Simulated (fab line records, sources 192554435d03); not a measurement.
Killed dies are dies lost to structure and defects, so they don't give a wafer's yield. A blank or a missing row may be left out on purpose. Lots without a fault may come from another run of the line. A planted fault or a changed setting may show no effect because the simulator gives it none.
Split-lot experiment | flow n5_finfet | 7 lots, 39 wafers read, on a route of 1938 steps

THE SPLIT
At N5_DUMMY_GATE_ETCH_31 (etches SiO2 in C4F6/O2, target depth 82.5 nm, time 27.5 s), the setting target_depth_a was moved away from the recipe's 825 angstrom on 12 of the 39 wafers read, by -10.2% to +10.9%. The other wafers ran this setting at the recipe's value.

The reading is taken at the split's own step.

THE READING
SOC_of_DUMMY_GATE_COAT_34.thk_nm (the simulator's own value, which no gauge read), in nm, at N5_DUMMY_GATE_ETCH_31 (etches SiO2 in C4F6/O2, target depth 82.5 nm, time 27.5 s). The file gives no usual value for it. The 27 wafers here that ran the recipe average 52.1 nm, standard deviation 0.17 nm.

wafer  | tool, chamber at the split | target_depth_a as run, angstrom | against the recipe | SOC_of_DUMMY_GATE_COAT_34.thk_nm, nm | against lot-mates on the recipe
L074.1 | rie_diel-04, 0             | 825                             | recipe             | 52                                   | -
L074.2 | rie_diel-04, 2             | 825                             | recipe             | 52.4                                 | -
L074.3 | rie_diel-04, 1             | 825                             | recipe             | 52                                   | -
L074.4 | rie_diel-04, 3             | 825                             | recipe             | 52.2                                 | -
L074.5 | rie_diel-04, 2             | 825                             | recipe             | 52.2                                 | -
L074.6 | rie_diel-04, 1             | 825                             | recipe             | 52                                   | -
L075.1 | rie_diel-04, 0             | 759.2                           | -8.0%              | 52.6                                 | +0.5
L075.2 | rie_diel-04, 1             | 825                             | recipe             | 51.8                                 | -
L075.3 | rie_diel-04, 3             | 825                             | recipe             | 52.2                                 | -
L075.4 | rie_diel-04, 2             | 759.2                           | -8.0%              | 52.8                                 | +0.7
L075.5 | rie_diel-04, 2             | 759.2                           | -8.0%              | 52.8                                 | +0.7
L075.6 | rie_diel-04, 3             | 825                             | recipe             | 52.2                                 | -
L083.1 | rie_diel-01, 2             | 914.6                           | +10.9%             | 51.2                                 | -0.9
L083.2 | rie_diel-01, 1             | 825                             | recipe             | 52                                   | -
L083.3 | rie_diel-01, 3             | 914.6                           | +10.9%             | 51.2                                 | -0.9
L083.4 | rie_diel-01, 0             | 914.6                           | +10.9%             | 51.2                                 | -0.9
L083.5 | rie_diel-01, 1             | 825                             | recipe             | 52                                   | -
L083.6 | rie_diel-01, 2             | 825                             | recipe             | 52.2                                 | -
L084.1 | rie_diel-04, 1             | 825                             | recipe             | 52                                   | -
L084.2 | rie_diel-04, 2             | 769.5                           | -6.7%              | 52.6                                 | +0.5
L084.3 | rie_diel-04, 3             | 825                             | recipe             | 52.2                                 | -
L084.4 | rie_diel-04, 0             | 769.5                           | -6.7%              | 52.6                                 | +0.5
L084.5 | rie_diel-04, 2             | 769.5                           | -6.7%              | 52.8                                 | +0.7
L084.6 | rie_diel-04, 1             | 825                             | recipe             | 52                                   | -
L087.1 | rie_diel-06, 2             | 825                             | recipe             | 52.4                                 | -
L087.2 | rie_diel-06, 0             | 825                             | recipe             | 52.6                                 | -
L087.3 | rie_diel-06, 3             | 825                             | recipe             | 52                                   | -
L087.4 | rie_diel-06, 1             | 825                             | recipe             | 52.2                                 | -
L087.5 | rie_diel-06, 3             | 825                             | recipe             | 52                                   | -
L087.6 | rie_diel-06, 0             | 825                             | recipe             | 52.2                                 | -
L089.1 | rie_diel-04, 2             | 741.1                           | -10.2%             | 53                                   | +0.9
L089.2 | rie_diel-04, 0             | 825                             | recipe             | 52                                   | -
L089.3 | rie_diel-04, 1             | 741.1                           | -10.2%             | 52.8                                 | +0.7
L089.4 | rie_diel-04, 3             | 741.1                           | -10.2%             | 53                                   | +0.9
L089.5 | rie_diel-04, 0             | 825                             | recipe             | 52.2                                 | -
L089.6 | rie_diel-04, 3             | 825                             | recipe             | 52                                   | -
L093.1 | rie_diel-06, 2             | 825                             | recipe             | 51.8                                 | -
L093.4 | rie_diel-06, 1             | 825                             | recipe             | 52                                   | -
L093.5 | rie_diel-06, 0             | 825                             | recipe             | 52.2                                 | -

THE FIT
A straight line over all 39 wafers: SOC_of_DUMMY_GATE_COAT_34.thk_nm changes by -0.0818 nm for each +1% of target_depth_a; r = -0.93; the points scatter about the line by 0.16 nm.
The same after taking each lot's own level away (the mean of its wafers on the recipe; 39 wafers): -0.0832 nm for each +1%; r = -0.95; scatter 0.14 nm.
On that fit, the largest move of target_depth_a shifts the reading by 0.9 nm.
The lots' own levels span 52.00 to 52.23 nm, that is 1.3 times the standard deviation above.
So the lot-to-lot level changes the slope little: the two slopes agree.
Check: with one of the wafers moved furthest among these (+10.9%) left out of the fit, the line predicts -0.902 nm for it against its lot-mates. It came out at -0.867 nm against them.

OTHER SPLITS ON THESE WAFERS
These wafers also went through other splits before the reading. Each is held against what the fit with the lots' levels taken away leaves over:
other split on the same wafers             | wafers away from the commonest value | r with SOC_of_DUMMY_GATE_COAT_34.thk_nm (lot level and that fit taken away)
N5_FIN_SAQP_ETCH_52 source_w               | 15                                   | +0.21
N5_FIN_SAQP_MANDREL_ETCH_22 target_depth_a | 12                                   | -0.01

THE WHOLE CHAIN: every reading that the file lists as answering this split, in the file's order
step                  | what it does                                              | reading                                                                           | change (the file's fit)                | r (the file's)
N5_DUMMY_GATE_ETCH_31 | etches SiO2 in C4F6/O2, target depth 82.5 nm, time 27.5 s | etch.depth_nm (the simulator's own value, which no gauge read)                    | +0.814 nm for each +1% of the setting  | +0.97
N5_DUMMY_GATE_ETCH_31 | etches SiO2 in C4F6/O2, target depth 82.5 nm, time 27.5 s | SOC_of_DUMMY_GATE_COAT_34.thk_nm (the simulator's own value, which no gauge read) | -0.0835 nm for each +1% of the setting | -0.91

THE FILE'S OWN FIT
SOC_of_DUMMY_GATE_COAT_34.thk_nm changes by -0.0835 nm for each +1% of target_depth_a, r = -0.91.
